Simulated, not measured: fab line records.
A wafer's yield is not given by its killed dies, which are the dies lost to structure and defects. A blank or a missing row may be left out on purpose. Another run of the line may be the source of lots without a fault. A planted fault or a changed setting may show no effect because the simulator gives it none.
Which tool was responsible? / flow nandHarc / Sampling: 12 lots, 36 wafers, 4 of 1159 route steps

== WHAT EACH GAUGE READ, for each wafer ==
The record holds no reading of a measuring or inspecting step that can be judged against a usual standard deviation.

== WHICH TOOL RAN EACH LOT (tool, then ch and the chambers of the sampled wafers, then the start) ==
lot=L352; NHARC_A_STAIRCASE_TRIM_202=rieDiel-03 ch 0,2, day 11 15:14 or earlier; NHARC_A_STAIRCASE_STRIP_205=plasmaAsher-01 ch 0,1, day 11 15:14; NHARC_A_STAIRCASE_TRIM_226=rieDiel-06 ch 0,1,3, day 11 17:44; NHARC_A_STAIRCASE_ETCH_232=rieDiel-13 ch 0,3, no start
lot=L353; NHARC_A_STAIRCASE_TRIM_202=rieDiel-13 ch 0,1,3, day 11 17:20 or earlier; NHARC_A_STAIRCASE_STRIP_205=plasmaAsher-02 ch 0,1, day 11 17:20; NHARC_A_STAIRCASE_TRIM_226=rieDiel-03 ch 0,1,3, day 11 19:40; NHARC_A_STAIRCASE_ETCH_232=rieDiel-13 ch 0,2, no start
lot=L354; NHARC_A_STAIRCASE_TRIM_202=rieDiel-13 ch 1,2,3, day 11 19:42 or earlier; NHARC_A_STAIRCASE_STRIP_205=plasmaAsher-01 ch 1, day 11 19:42; NHARC_A_STAIRCASE_TRIM_226=rieDiel-13 ch 0,1,3, day 11 21:52; NHARC_A_STAIRCASE_ETCH_232=rieDiel-13 ch 0,2, no start
lot=L351; NHARC_A_STAIRCASE_TRIM_202=rieDiel-06 ch 1,2,3, day 11 19:59 or earlier; NHARC_A_STAIRCASE_STRIP_205=plasmaAsher-01 ch 0,1, day 11 19:59; NHARC_A_STAIRCASE_TRIM_226=rieDiel-03 ch 0,1,2, day 11 22:16; NHARC_A_STAIRCASE_ETCH_232=rieDiel-13 ch 0,1, no start
lot=L355; NHARC_A_STAIRCASE_TRIM_202=rieDiel-06 ch 0,1, day 11 23:49 or earlier; NHARC_A_STAIRCASE_STRIP_205=plasmaAsher-02 ch 0,1, day 11 23:49; NHARC_A_STAIRCASE_TRIM_226=rieDiel-03 ch 0,2, day 12 02:00; NHARC_A_STAIRCASE_ETCH_232=rieDiel-13 ch 0,3, no start
lot=L356; NHARC_A_STAIRCASE_TRIM_202=rieDiel-13 ch 0,2,3, day 12 01:35 or earlier; NHARC_A_STAIRCASE_STRIP_205=plasmaAsher-02 ch 0,1, day 12 01:35; NHARC_A_STAIRCASE_TRIM_226=rieDiel-13 ch 1,2,3, day 12 06:02; NHARC_A_STAIRCASE_ETCH_232=rieDiel-13 ch 1,2,3, no start
lot=L358; NHARC_A_STAIRCASE_TRIM_202=rieDiel-06 ch 2,3, day 12 15:13 or earlier; NHARC_A_STAIRCASE_STRIP_205=plasmaAsher-02 ch 0,1, day 12 15:13; NHARC_A_STAIRCASE_TRIM_226=rieDiel-03 ch 0,2, day 12 18:13; NHARC_A_STAIRCASE_ETCH_232=rieDiel-03 ch 0,2,3, no start
lot=L361; NHARC_A_STAIRCASE_TRIM_202=rieDiel-13 ch 0,2,3, day 13 21:49 or earlier; NHARC_A_STAIRCASE_STRIP_205=plasmaAsher-02 ch 0,1, day 13 21:49; NHARC_A_STAIRCASE_TRIM_226=rieDiel-03 ch 0,2,3, day 14 00:02; NHARC_A_STAIRCASE_ETCH_232=rieDiel-06 ch 0,1,2, no start
lot=L365; NHARC_A_STAIRCASE_TRIM_202=rieDiel-06 ch 0,1,3, day 14 08:11 or earlier; NHARC_A_STAIRCASE_STRIP_205=plasmaAsher-01 ch 0,1, day 14 08:11; NHARC_A_STAIRCASE_TRIM_226=rieDiel-03 ch 0,2,3, day 14 11:26; NHARC_A_STAIRCASE_ETCH_232=rieDiel-13 ch 0,1, no start
lot=L370; NHARC_A_STAIRCASE_TRIM_202=rieDiel-13 ch 1,2, day 15 19:24 or earlier; NHARC_A_STAIRCASE_STRIP_205=plasmaAsher-01 ch 0,1, day 15 19:24; NHARC_A_STAIRCASE_TRIM_226=rieDiel-06 ch 0,2,3, day 15 21:47; NHARC_A_STAIRCASE_ETCH_232=rieDiel-06 ch 1,2, no start
lot=L371; NHARC_A_STAIRCASE_TRIM_202=rieDiel-06 ch 0,2,3, day 15 20:07 or earlier; NHARC_A_STAIRCASE_STRIP_205=plasmaAsher-02 ch 0,1, day 15 20:07; NHARC_A_STAIRCASE_TRIM_226=rieDiel-13 ch 0,3, day 15 22:47; NHARC_A_STAIRCASE_ETCH_232=rieDiel-13 ch 0,1, no start
lot=L372; NHARC_A_STAIRCASE_TRIM_202=rieDiel-06 ch 1,2,3, day 16 14:55 or earlier; NHARC_A_STAIRCASE_STRIP_205=plasmaAsher-01 ch 0,1, day 16 14:55; NHARC_A_STAIRCASE_TRIM_226=rieDiel-13 ch 0,1,2, day 16 17:17; NHARC_A_STAIRCASE_ETCH_232=rieDiel-13 ch 0,1,2, no start
- NHARC_A_STAIRCASE_TRIM_202: chemistry O2, time 211.2 s.
- NHARC_A_STAIRCASE_STRIP_205: strips in O2.
- NHARC_A_STAIRCASE_TRIM_226: chemistry O2, time 211.2 s.
- NHARC_A_STAIRCASE_ETCH_232: etches the open film in C4F8/O2, target depth 100 nm, time 40.5 s.

== AS READ BY THE TOOLS THEMSELVES (means over the sampled wafers that have a number; for cases with no such wafer, the mark the record gives instead) ==
NHARC_A_STAIRCASE_TRIM_202.
lot=L352; tool=rieDiel-03; drypumpMotorCurrentA (A)=5.2; oesProductAu (a.u.)=0.995; rfVppV (V)=57.3; runLengthS (s)=232.7; showerheadPlenumPTorr (Torr)=3.54; throttleValvePct (%)=17.034
lot=L353; tool=rieDiel-13; drypumpMotorCurrentA (A)=5.5; oesProductAu (a.u.)=1.005; rfVppV (V)=57.6; runLengthS (s)=232.1; showerheadPlenumPTorr (Torr)=3.51; throttleValvePct (%)=17.038
lot=L354; tool=rieDiel-13; drypumpMotorCurrentA (A)=5.6; oesProductAu (a.u.)=1.006; rfVppV (V)=57.3; runLengthS (s)=232.7; showerheadPlenumPTorr (Torr)=3.39; throttleValvePct (%)=17.050
lot=L351; tool=rieDiel-06; drypumpMotorCurrentA (A)=5.6; oesProductAu (a.u.)=1.004; rfVppV (V)=57.5; runLengthS (s)=232.7; showerheadPlenumPTorr (Torr)=3.54; throttleValvePct (%)=17.045
lot=L355; tool=rieDiel-06; drypumpMotorCurrentA (A)=5.5; oesProductAu (a.u.)=0.991; rfVppV (V)=57.6; runLengthS (s)=232.3; showerheadPlenumPTorr (Torr)=3.39; throttleValvePct (%)=17.036
lot=L356; tool=rieDiel-13; drypumpMotorCurrentA (A)=5.5; oesProductAu (a.u.)=1.009; rfVppV (V)=57.4; runLengthS (s)=232.7; showerheadPlenumPTorr (Torr)=3.41; throttleValvePct (%)=17.034
lot=L358; tool=rieDiel-06; drypumpMotorCurrentA (A)=5.9; oesProductAu (a.u.)=1.001; rfVppV (V)=56.9; runLengthS (s)=232.9; showerheadPlenumPTorr (Torr)=3.50; throttleValvePct (%)=17.035
lot=L361; tool=rieDiel-13; drypumpMotorCurrentA (A)=5.5; oesProductAu (a.u.)=1.008; rfVppV (V)=58.2; runLengthS (s)=232.5; showerheadPlenumPTorr (Torr)=3.58; throttleValvePct (%)=17.040
lot=L365; tool=rieDiel-06; drypumpMotorCurrentA (A)=5.6; oesProductAu (a.u.)=0.996; rfVppV (V)=57.1; runLengthS (s)=232.8; showerheadPlenumPTorr (Torr)=3.38; throttleValvePct (%)=17.044
lot=L370; tool=rieDiel-13; drypumpMotorCurrentA (A)=5.4; oesProductAu (a.u.)=1.003; rfVppV (V)=58.1; runLengthS (s)=232.6; showerheadPlenumPTorr (Torr)=3.47; throttleValvePct (%)=17.030
lot=L371; tool=rieDiel-06; drypumpMotorCurrentA (A)=5.8; oesProductAu (a.u.)=1.000; rfVppV (V)=57.4; runLengthS (s)=232.7; showerheadPlenumPTorr (Torr)=3.49; throttleValvePct (%)=17.036
lot=L372; tool=rieDiel-06; drypumpMotorCurrentA (A)=5.6; oesProductAu (a.u.)=0.999; rfVppV (V)=57.9; runLengthS (s)=232.6; showerheadPlenumPTorr (Torr)=3.51; throttleValvePct (%)=17.040

NHARC_A_STAIRCASE_STRIP_205.
lot=L352; tool=plasmaAsher-01; drypumpMotorCurrentA (A)=5.6; heaterPowerW (W)=322
lot=L353; tool=plasmaAsher-02; drypumpMotorCurrentA (A)=5.8; heaterPowerW (W)=376
lot=L354; tool=plasmaAsher-01; drypumpMotorCurrentA (A)=5.4; heaterPowerW (W)=329
lot=L351; tool=plasmaAsher-01; drypumpMotorCurrentA (A)=5.8; heaterPowerW (W)=322
lot=L355; tool=plasmaAsher-02; drypumpMotorCurrentA (A)=5.8; heaterPowerW (W)=381
lot=L356; tool=plasmaAsher-02; drypumpMotorCurrentA (A)=5.5; heaterPowerW (W)=355
lot=L358; tool=plasmaAsher-02; drypumpMotorCurrentA (A)=5.5; heaterPowerW (W)=352
lot=L361; tool=plasmaAsher-02; drypumpMotorCurrentA (A)=5.8; heaterPowerW (W)=378
lot=L365; tool=plasmaAsher-01; drypumpMotorCurrentA (A)=5.8; heaterPowerW (W)=337
lot=L370; tool=plasmaAsher-01; drypumpMotorCurrentA (A)=5.6; heaterPowerW (W)=337
lot=L371; tool=plasmaAsher-02; drypumpMotorCurrentA (A)=5.8; heaterPowerW (W)=373
lot=L372; tool=plasmaAsher-01; drypumpMotorCurrentA (A)=5.8; heaterPowerW (W)=340

NHARC_A_STAIRCASE_TRIM_226.
lot=L352; tool=rieDiel-06; drypumpMotorCurrentA (A)=5.6; oesProductAu (a.u.)=0.998; rfVppV (V)=57.8; runLengthS (s)=232.3; showerheadPlenumPTorr (Torr)=3.39; throttleValvePct (%)=17.037
lot=L353; tool=rieDiel-03; drypumpMotorCurrentA (A)=5.8; oesProductAu (a.u.)=0.990; rfVppV (V)=58.1; runLengthS (s)=232.4; showerheadPlenumPTorr (Torr)=3.63; throttleValvePct (%)=17.036
lot=L354; tool=rieDiel-13; drypumpMotorCurrentA (A)=5.5; oesProductAu (a.u.)=1.009; rfVppV (V)=57.6; runLengthS (s)=231.9; showerheadPlenumPTorr (Torr)=3.50; throttleValvePct (%)=17.022
lot=L351; tool=rieDiel-03; drypumpMotorCurrentA (A)=5.5; oesProductAu (a.u.)=0.994; rfVppV (V)=58.3; runLengthS (s)=232.6; showerheadPlenumPTorr (Torr)=3.58; throttleValvePct (%)=17.039
lot=L355; tool=rieDiel-03; drypumpMotorCurrentA (A)=5.0; oesProductAu (a.u.)=0.983; rfVppV (V)=57.5; runLengthS (s)=232.3; showerheadPlenumPTorr (Torr)=3.59; throttleValvePct (%)=17.035
lot=L356; tool=rieDiel-13; drypumpMotorCurrentA (A)=5.6; oesProductAu (a.u.)=1.008; rfVppV (V)=56.9; runLengthS (s)=232.3; showerheadPlenumPTorr (Torr)=3.39; throttleValvePct (%)=17.034
lot=L358; tool=rieDiel-03; drypumpMotorCurrentA (A)=5.0; oesProductAu (a.u.)=0.981; rfVppV (V)=58.0; runLengthS (s)=232.5; showerheadPlenumPTorr (Torr)=3.59; throttleValvePct (%)=17.036
lot=L361; tool=rieDiel-03; drypumpMotorCurrentA (A)=5.3; oesProductAu (a.u.)=0.997; rfVppV (V)=58.4; runLengthS (s)=252.2; showerheadPlenumPTorr (Torr)=3.63; throttleValvePct (%)=17.030
lot=L365; tool=rieDiel-03; drypumpMotorCurrentA (A)=5.2; oesProductAu (a.u.)=0.998; rfVppV (V)=58.5; runLengthS (s)=239.2; showerheadPlenumPTorr (Torr)=3.63; throttleValvePct (%)=17.031
lot=L370; tool=rieDiel-06; drypumpMotorCurrentA (A)=5.8; oesProductAu (a.u.)=0.999; rfVppV (V)=58.0; runLengthS (s)=232.5; showerheadPlenumPTorr (Torr)=3.49; throttleValvePct (%)=17.044
lot=L371; tool=rieDiel-13; drypumpMotorCurrentA (A)=5.7; oesProductAu (a.u.)=1.007; rfVppV (V)=58.1; runLengthS (s)=232.2; showerheadPlenumPTorr (Torr)=3.74; throttleValvePct (%)=17.036
lot=L372; tool=rieDiel-13; drypumpMotorCurrentA (A)=5.4; oesProductAu (a.u.)=1.006; rfVppV (V)=56.8; runLengthS (s)=232.5; showerheadPlenumPTorr (Torr)=3.49; throttleValvePct (%)=17.037

NHARC_A_STAIRCASE_ETCH_232.
lot=L352; tool=rieDiel-13; oesProductAu (a.u.)=0.949; rfVppV (V)=896
lot=L353; tool=rieDiel-13; oesProductAu (a.u.)=0.961; rfVppV (V)=896
lot=L354; tool=rieDiel-13; oesProductAu (a.u.)=0.943; rfVppV (V)=896
lot=L351; tool=rieDiel-13; oesProductAu (a.u.)=0.942; rfVppV (V)=899
lot=L355; tool=rieDiel-13; oesProductAu (a.u.)=0.940; rfVppV (V)=896
lot=L356; tool=rieDiel-13; oesProductAu (a.u.)=0.943; rfVppV (V)=891
lot=L358; tool=rieDiel-03; oesProductAu (a.u.)=0.921; rfVppV (V)=900
lot=L361; tool=rieDiel-06; oesProductAu (a.u.)=0.942; rfVppV (V)=897
lot=L365; tool=rieDiel-13; oesProductAu (a.u.)=0.944; rfVppV (V)=898
lot=L370; tool=rieDiel-06; oesProductAu (a.u.)=0.951; rfVppV (V)=900
lot=L371; tool=rieDiel-13; oesProductAu (a.u.)=0.940; rfVppV (V)=898
lot=L372; tool=rieDiel-13; oesProductAu (a.u.)=0.948; rfVppV (V)=895

== THE ANSWER, worked out from the rows above alone ==
Rule: the usual values come from the lots themselves. Put in order of their means at a reading, lots are off if they are a third of the lots or fewer, leave a main group of 4 or more, and stand apart from it by a gap of 3 or more times the standard deviation of the main group's means; of several such gaps the widest counts. A main group whose means are all the same, to the digits that the tables above print for the reading, isn't used. Also off: a lot with no number at a reading for which 4 or more lots have one. All remaining lots with rows at the step are treated as sound. Order of review: gauges by route order, followed by the tools' own readings, for which a lot's mean as printed above is used. At the first step where some lot is off, the reading lying furthest off is the one used; lots without a number count as furthest.
Off: L361, L365 (NHARC_A_STAIRCASE_TRIM_226, runLengthS). The main group: mean 232.3 s, standard deviation 0.19.
If a tool, at that step or one of the process steps before it, ran each lot that is off and ran no sound lot following the first of them, it fits. Because NHARC_A_STAIRCASE_TRIM_202 lacks a start for some lots, the hours and order of its lots are taken from NHARC_A_STAIRCASE_STRIP_205. One fits: rieDiel-03 at NHARC_A_STAIRCASE_TRIM_226. Its last sound lot is L358 (day 12 18:13), its first lot that is off L361 (day 14 00:02): a fault that began between those two fits.
On the lots that are off, the tool's own readings at NHARC_A_STAIRCASE_TRIM_226 differ by more than 5 times the standard deviation of the sound lots' means, which bears it out; runLengthS reads 245.7 s there versus 232.3 s on the sound lots.

== WHAT THE SIMULATOR HAD INSERTED ==
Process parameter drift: rieDiel-03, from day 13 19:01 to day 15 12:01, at NHARC_A_STAIRCASE_TRIM_226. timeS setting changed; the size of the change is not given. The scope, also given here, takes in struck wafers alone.
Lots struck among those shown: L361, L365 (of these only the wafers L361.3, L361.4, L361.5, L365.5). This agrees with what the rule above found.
